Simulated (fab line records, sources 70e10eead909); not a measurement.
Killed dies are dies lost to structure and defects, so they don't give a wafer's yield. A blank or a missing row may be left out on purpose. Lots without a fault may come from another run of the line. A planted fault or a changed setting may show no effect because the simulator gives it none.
Which tool did it? | flow nand_harc | 12 lots, 36 wafers sampled, at 5 steps of a route of 1159

WHAT THE GAUGES READ, wafer by wafer
NHARC_END_SORT_01. Usual: killed_at_array 26, standard deviation 8.4; killed_at_other 0.7, standard deviation 0.97; killed_at_periphery 3.2, standard deviation 2.2; killed_dies 30, standard deviation 8.5; killed_open 3.4, standard deviation 2; killed_short 2, standard deviation 1.3.
lot  | measured     | on        | killed_at_array | killed_at_other | killed_at_periphery | killed_dies | killed_open | killed_short | flag
L862 | day 20 01:22 | prober-01 | 15 26 23        | 0 0 0           | 0 0 1               | 15 26 24    | 1 7 4       | 4 2 5        |
L866 | day 21 02:22 | prober-02 | 29 31 21        | 2 0 2           | 1 3 3               | 32 34 26    | 2 2 2       | 0 1 3        |
L868 | day 22 01:18 | prober-02 | 23 26 27        | 0 0 0           | 1 2 3               | 24 28 30    | 0 4 5       | 1 3 2        |
L869 | day 21 17:31 | prober-02 | 30 26 26        | 0 1 0           | 2 6 1               | 32 33 27    | 5 8 3       | 2 2 1        |
L873 | day 22 19:26 | prober-01 | 19 16 14        | 1 0 0           | 2 3 5               | 22 19 19    | 4 5 4       | 3 2 1        |
L872 | day 22 09:04 | prober-01 | 43 46 36        | 0 0 1           | 6 1 4               | 49 47 41    | 3 8 6       | 3 2 3        |
L874 | day 22 09:05 | prober-02 | 33 32 41        | 1 4 2           | 9 3 0               | 43 39 43    | 5 1 1       | 2 1 0        |

WHICH TOOL RAN EACH LOT (tool, then ch and the chambers of the sampled wafers, then the start)
lot  | NHARC_A_CHANNEL_HOLE_D1_ETCH_44    | NHARC_A_CHANNEL_FILL_D1_ALD_03                 | NHARC_A_CHANNEL_FILL_D1_ALD_14   | NHARC_A_CHANNEL_FILL_D1_ALD_15
L860 | rie_diel-05 ch 0,1,2, day 8 10:11  | ald_sin_batch-02 ch 0, day 8 17:08 or earlier  | ald_hk-02 ch 0,1,2, day 8 17:08  | ald_sin_batch-01 ch 0, day 8 20:15
L862 | rie_diel-08 ch 1,3, day 8 23:53    | ald_sin_batch-02 ch 0, day 9 08:10 or earlier  | ald_hk-04 ch 0,1,3, day 9 08:10  | ald_sin_batch-01 ch 0, day 9 11:13
L865 | rie_diel-08 ch 1,2, day 9 13:07    | ald_sin_batch-03 ch 0, day 10 01:26 or earlier | ald_hk-02 ch 0,1,3, day 10 01:26 | ald_sin_batch-02 ch 0, day 10 04:31
L866 | rie_diel-05 ch 0,1,2, day 10 06:23 | ald_sin_batch-01 ch 0, day 10 14:33 or earlier | ald_hk-02 ch 0,1,3, day 10 14:33 | ald_sin_batch-01 ch 0, day 10 17:41
L868 | rie_diel-05 ch 1,3, day 10 14:26   | ald_sin_batch-02 ch 0, day 10 22:23 or earlier | ald_hk-03 ch 1,2, day 10 22:23   | ald_sin_batch-02 ch 0, day 11 01:31
L869 | rie_diel-13 ch 0,2, day 10 18:07   | ald_sin_batch-01 ch 0, day 11 04:41 or earlier | ald_hk-03 ch 1,2, day 11 04:41   | ald_sin_batch-03 ch 0, day 11 07:46
L873 | rie_diel-08 ch 0,2,3, day 11 18:17 | ald_sin_batch-02 ch 0, day 12 03:16 or earlier | ald_hk-02 ch 0,1,3, day 12 03:16 | ald_sin_batch-02 ch 0, day 12 06:18
L872 | rie_diel-08 ch 0,1,3, day 11 22:58 | ald_sin_batch-01 ch 0, day 12 07:24 or earlier | ald_hk-03 ch 1,2,3, day 12 07:24 | ald_sin_batch-02 ch 0, day 12 10:29
L874 | rie_diel-08 ch 0,1,3, day 12 03:07 | ald_sin_batch-01 ch 0, day 12 11:33 or earlier | ald_hk-04 ch 1,2, day 12 11:33   | ald_sin_batch-01 ch 0, day 12 14:28
L879 | rie_diel-13 ch 0,1, day 13 03:19   | ald_sin_batch-01 ch 0, day 13 11:34 or earlier | ald_hk-03 ch 0,1,2, day 13 11:34 | ald_sin_batch-02 ch 0, day 13 14:37
L880 | rie_diel-05 ch 0,1,3, day 13 03:29 | ald_sin_batch-01 ch 0, day 13 11:33 or earlier | ald_hk-02 ch 2,3, day 13 11:33   | ald_sin_batch-02 ch 0, day 13 14:37
L883 | rie_diel-08 ch 1,2, day 14 02:44   | ald_sin_batch-02 ch 0, day 14 10:58 or earlier | ald_hk-04 ch 0,1,3, day 14 10:58 | ald_sin_batch-01 ch 0, day 14 14:03
- NHARC_A_CHANNEL_HOLE_D1_ETCH_44: etches the open film in CF4/O2, target depth 140 nm, overetch 14 nm, time 77 s.
- NHARC_A_CHANNEL_FILL_D1_ALD_03: deposits SiNx, target thk 6 nm, pulse time 60 s, ald cycles 58.
- NHARC_A_CHANNEL_FILL_D1_ALD_14: deposits SiO2, target thk 2.5 nm, pulse time 10 s, ald cycles 25.
- NHARC_A_CHANNEL_FILL_D1_ALD_15: deposits SiNx, target thk 2 nm, pulse time 60 s, ald cycles 19.

WHAT THE TOOLS THEMSELVES READ (means of the sampled wafers that have a number; where no wafer has one, the mark that the record gives instead)
NHARC_A_CHANNEL_HOLE_D1_ETCH_44. Usual: drypump_motor_current_A 5.8 A, standard deviation 0.48; oes_ar_750_au 1.000 a.u., standard deviation 0.0046; oes_product_au 0.995 a.u., standard deviation 0.013; rf_fwd_power_W 297.2 W, standard deviation 1.1; rf_vpp_V 198.3 V, standard deviation 1.2; showerhead_plenum_p_Torr 1.35 Torr, standard deviation 0.042; throttle_valve_pct 13.397 %, standard deviation 0.0087.
lot  | tool        | drypump_motor_current_A (A) | oes_ar_750_au (a.u.) | oes_product_au (a.u.) | rf_fwd_power_W (W) | rf_vpp_V (V) | showerhead_plenum_p_Torr (Torr) | throttle_valve_pct (%) | flag
L860 | rie_diel-05 | 5.6                         | 1.003                | 0.992                 | 296.6              | 198.9        | 1.34                            | 13.398                 |
L862 | rie_diel-08 | 5.6                         | 1.006                | 1.002                 | 297.8              | 198.7        | 1.37                            | 13.397                 |
L865 | rie_diel-08 | 5.6                         | 1.007                | 1.000                 | 297.5              | 197.6        | 1.34                            | 13.398                 |
L866 | rie_diel-05 | 5.6                         | 1.000                | 0.985                 | 296.1              | 198.4        | 1.34                            | 13.386                 |
L868 | rie_diel-05 | 5.9                         | 1.001                | 0.989                 | 295.1              | 196.5        | 1.30                            | 13.394                 |
L869 | rie_diel-13 | 5.3                         | 1.002                | 0.989                 | 298.5              | 199.4        | 1.37                            | 13.399                 |
L873 | rie_diel-08 | 6.2                         | 1.001                | 0.990                 | 297.3              | 198.4        | 1.36                            | 13.391                 |
L872 | rie_diel-08 | 6.0                         | 0.997                | 0.999                 | 297.7              | 198.2        | 1.38                            | 13.403                 |
L874 | rie_diel-08 | 6.0                         | 0.999                | 0.997                 | 296.7              | 199.3        | 1.38                            | 13.404                 |
L879 | rie_diel-13 | 5.1                         | 1.000                | 0.999                 | 298.6              | 198.3        | 1.36                            | 13.402                 |
L880 | rie_diel-05 | 5.6                         | 0.997                | 0.986                 | 296.5              | 198.5        | 1.34                            | 13.395                 |
L883 | rie_diel-08 | 5.4                         | 1.001                | 1.025                 | 296.6              | 198.9        | 1.36                            | 13.395                 |

NHARC_A_CHANNEL_FILL_D1_ALD_03. Usual: chamber_pressure_Torr 2.000 Torr, standard deviation 0.0047; precursor_pulse_height_rel 1.002, standard deviation 0.02.
lot  | tool             | chamber_pressure_Torr (Torr) | precursor_pulse_height_rel | flag
L860 | ald_sin_batch-02 | 1.999                        | 1.004                      |
L862 | ald_sin_batch-02 | 2.000                        | 1.006                      |
L865 | ald_sin_batch-03 | 1.990                        | 0.993                      |
L866 | ald_sin_batch-01 | 2.005                        | 0.998                      |
L868 | ald_sin_batch-02 | 1.999                        | 1.003                      |
L869 | ald_sin_batch-01 | 2.001                        | 0.993                      |
L873 | ald_sin_batch-02 | 2.000                        | 1.029                      |
L872 | ald_sin_batch-01 | 1.999                        | 1.001                      |
L874 | ald_sin_batch-01 | 2.002                        | 0.991                      |
L879 | ald_sin_batch-01 | 2.005                        | 0.998                      |
L880 | ald_sin_batch-01 | 1.997                        | 0.989                      |
L883 | ald_sin_batch-02 | 2.003                        | 0.995                      |

NHARC_A_CHANNEL_FILL_D1_ALD_14. Usual: heater_power_w 454 W, standard deviation 35; precursor_pulse_height_rel 1.000, standard deviation 0.02.
lot  | tool      | heater_power_w (W) | precursor_pulse_height_rel | flag
L860 | ald_hk-02 | 443                | 1.005                      |
L862 | ald_hk-04 | 469                | 1.011                      |
L865 | ald_hk-02 | 445                | 0.977                      |
L866 | ald_hk-02 | 452                | 0.996                      |
L868 | ald_hk-03 | 442                | 0.994                      |
L869 | ald_hk-03 | 436                | 0.995                      |
L873 | ald_hk-02 | 453                | 0.982                      |
L872 | ald_hk-03 | 455                | 1.011                      |
L874 | ald_hk-04 | 460                | 0.986                      |
L879 | ald_hk-03 | 432                | 0.999                      |
L880 | ald_hk-02 | 439                | 1.001                      |
L883 | ald_hk-04 | 470                | 1.013                      |

NHARC_A_CHANNEL_FILL_D1_ALD_15. Usual: chamber_pressure_Torr 2.000 Torr, standard deviation 0.0046; precursor_pulse_height_rel 1.001, standard deviation 0.02.
lot  | tool             | chamber_pressure_Torr (Torr) | precursor_pulse_height_rel | flag
L860 | ald_sin_batch-01 | 1.998                        | 0.995                      |
L862 | ald_sin_batch-01 | 1.997                        | 0.990                      |
L865 | ald_sin_batch-02 | 1.995                        | 0.997                      |
L866 | ald_sin_batch-01 | 2.001                        | 0.987                      |
L868 | ald_sin_batch-02 | 2.000                        | 1.006                      |
L869 | ald_sin_batch-03 | 2.005                        | 1.012                      |
L873 | ald_sin_batch-02 | 2.002                        | 1.006                      |
L872 | ald_sin_batch-02 | 1.997                        | 0.999                      |
L874 | ald_sin_batch-01 | 2.000                        | 0.981                      |
L879 | ald_sin_batch-02 | 2.007                        | 0.987                      |
L880 | ald_sin_batch-02 | 1.993                        | 1.019                      |
L883 | ald_sin_batch-01 | 2.002                        | 1.005                      |

THE ANSWER, worked out from the rows above alone
Rule: a lot is off if the mean of its wafers that have a number lies more than 3 standard deviations from the usual mean. A lot without any number at a reading at which 4 lots or more have one is off too. The other lots that the step has rows for count as sound. The gauges are gone through in route order, then the tools' own readings, and for those a lot's mean is taken as printed above. The first step at which some lot is off is used, and at that step the reading that is off furthest; a lot without a number counts as furthest.
No lot is off at any reading shown: from this, nothing can be told.

WHAT THE SIMULATOR HAD PUT IN
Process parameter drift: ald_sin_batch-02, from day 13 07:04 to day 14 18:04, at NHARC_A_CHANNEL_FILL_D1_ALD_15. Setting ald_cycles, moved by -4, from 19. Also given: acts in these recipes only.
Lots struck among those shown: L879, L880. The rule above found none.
